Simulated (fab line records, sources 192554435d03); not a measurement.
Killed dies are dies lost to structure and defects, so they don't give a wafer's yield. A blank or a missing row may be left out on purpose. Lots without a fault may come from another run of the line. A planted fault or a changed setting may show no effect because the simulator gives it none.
A struck lot beside a sound one | flow n5_finfet | 37 steps out of a route of 1938
Sound: wafers L232.1, L232.4, L232.5. Struck: wafers L218.1, L218.3, L218.5. The cause comes at the end.
At each step with rows: each side's tool, then ch and its chambers, then its first start. Under that, the readings that differ: sound wafers | struck wafers | difference of the means | sigmas: that difference in standard deviations of wafers without a fault.
alike: readings whose means differ by less than 2 such deviations, and words and numbers that are the same on both sides. not compared: withheld readings, readings that some wafer has no value for, bounds like >300 that may hide the same value, and numbers for which the record gives no deviation and whose values overlap.
The two part at a step that has a row with sigmas, a row that says differs or no value, or rows on one side only. Numbers that don't overlap but have no deviation are shown without sigmas and don't part them. A reading that every wafer of one side lacks parts them only if that side has two wafers or more.

first, 9 steps without rows for these wafers: N5_BEOL_M4_ANNEAL_95 (time 240 s); N5_BEOL_M4_SPUTTER_96 (material Cu, target thk 4.5 nm, time 8.29 s); N5_BEOL_M4_ECD_50 (material Cu, target thk 300 nm); N5_BEOL_M4_ANNEAL_51 (time 90 s); N5_BEOL_M4_CMP_52 (polishes, stops on SiOC, t overpolish 6.8 s, target thk 40 nm); N5_BEOL_M4_PRE_CLEAN_60 (time 15 s); N5_BEOL_M4_CO_CAP_55 (material Co, precursor CCTBA/H2, target thk 2 nm, time 102.1 s); N5_BEOL_M4_PRE_CLEAN_56 (time 15 s); N5_BEOL_M4_DEP_57 (deposits SiCN from 3MS/NH3, target thk 8 nm, time 14 s).
N5_BEOL_M4_RC_MEAS_101:
  sound on prober-02 ch 0, day 15 13:25; struck on prober-01 ch 0, day 12 12:52
  reading       | sound       | struck      | difference | sigmas
  ION_P (uA/um) | 451 453 447 | 473 463 464 | +16        | +2
  alike: DIBL_N, DIBL_P, IOFF_N, IOFF_P, ION_N, SS_N, SS_P, VT_N, VT_P
then, 24 steps without rows for these wafers: N5_BEOL_M5_ILD_DEP_00 (deposits SiCOH lowk from DEMS/porogen, target thk 140.64 nm, time 25.9 s); N5_BEOL_M5_CURE_79 (cures SiCOH lowk, time 240 s); N5_BEOL_M5_PECVD_70 (deposits SiO2 from TEOS/O2, target thk 16 nm, time 18 s); N5_BEOL_M5_HM_DEP_02 (deposits TiN, target thk 20 nm); N5_BEOL_M5_COAT_59 (time 60 s, resist thk 60 nm); N5_BEOL_M5_COAT_60 (time 60 s, resist thk 12 nm); N5_BEOL_M5_COAT_71 (time 60 s, resist thk 5 nm); N5_BEOL_M5_COAT_05 (resist thk 30 nm); N5_BEOL_M5_EBR_07; N5_BEOL_M5_SOFTBAKE_06 (time 60 s); N5_BEOL_M5_EXPOSE_08 (exposes mask M5, target cd 28 nm); N5_BEOL_M5_PEB_09 (peb time 60 s); N5_BEOL_M5_DEVELOP_10 (develop time 30 s); N5_BEOL_M5_DESCUM_16 (chemistry O2, time 7 s); N5_BEOL_M5_ETCH_72 (etches underlayer in N2/H2, target depth 6.5 nm, time 5.2 s); N5_BEOL_M5_ETCH_61 (etches SiARC in CF4, target depth 15.6 nm, time 26 s); N5_BEOL_M5_ETCH_62 (etches SOC in N2/H2, target depth 75 nm, overetch 15 nm, time 112.5 s); N5_BEOL_M5_STRIP_63 (strips in N2/H2); N5_BEOL_M5_STRIP_73 (strips in N2/H2); N5_BEOL_M5_STRIP_64 (strips in CF4); N5_BEOL_M5_HM_OPEN_17 (chemistry Cl2/BCl3, target TiN, target depth 20 nm, overetch 6 nm); N5_BEOL_M5_STRIP_19 (strips in O2); N5_BEOL_M5_COAT_65 (time 60 s, resist thk 60 nm); N5_BEOL_M5_COAT_66 (time 60 s, resist thk 12 nm).
N5_BEOL_M5_ETCH_68: etches SOC in N2/H2, target depth 80 nm, overetch 16 nm, time 120 s.
  sound on rie_diel-06 ch 0, day 15 20:26; struck on rie_diel-06 ch 0,1, day 12 18:46
  no value came back on the struck wafers for any of 8 readings (bias_w (W), chamber_pressure_mTorr (mTorr) and others); on the sound wafers bias_w (W) reads 150.1 150.1 150.1
  reading                                         | sound       | struck         | difference | sigmas
  model.CAR-EUV_of_BEOL_M5_COAT_22.thk_nm (nm)    | 0 0 0       | 11.2 11.2 11.2 | +11.2      |
  model.SiARC_of_BEOL_M5_COAT_66.thk_nm (nm)      | 6.2 6.2 6.4 | 12 12 12       | +6         |
  model.underlayer_of_BEOL_M5_COAT_74.thk_nm (nm) | 0 0 0       | 5 5 5          | +5         |
  not compared: rf_hours_counter_h
N5_BEOL_M5_VIA_ETCH_34: etches SiCOH lowk in C4F6/O2, target depth 88.3 nm, time 39.2 s.
  sound on rie_diel-06 ch 0, day 15 20:35; struck on rie_diel-06 ch 0,1, day 12 18:52
  reading               | sound             | struck              | difference | sigmas
  O2_flow_sccm (sccm)   | 9.957 9.947 9.978 | 10.070 10.064 9.999 | +0.084     | +3
  oes_product_au (a.u.) | 0.72 0.72 0.72    | 0.27 0.27 0.28      | -0.45      | -5
  alike: C4F6_flow_sccm, drypump_motor_current_A, rf_vpp_V, showerhead_plenum_p_Torr, throttle_valve_pct
  not compared: rf_hours_counter_h
-- the record jumps here: 4 days lie between the struck wafers' starts before and after (it left off in module BEOL_M5 and takes up again in module PASSIVATION, whose first step shown is number 1936 of the route) --
N5_PASSIVATION_PROBE_49:
  the record has rows for the struck wafers here (prober-01, day 16 21:23) and none for the sound ones

WHERE THEY PART
First at N5_BEOL_M4_RC_MEAS_101; last, within this record, at N5_PASSIVATION_PROBE_49.

WHY: what the simulator had put in
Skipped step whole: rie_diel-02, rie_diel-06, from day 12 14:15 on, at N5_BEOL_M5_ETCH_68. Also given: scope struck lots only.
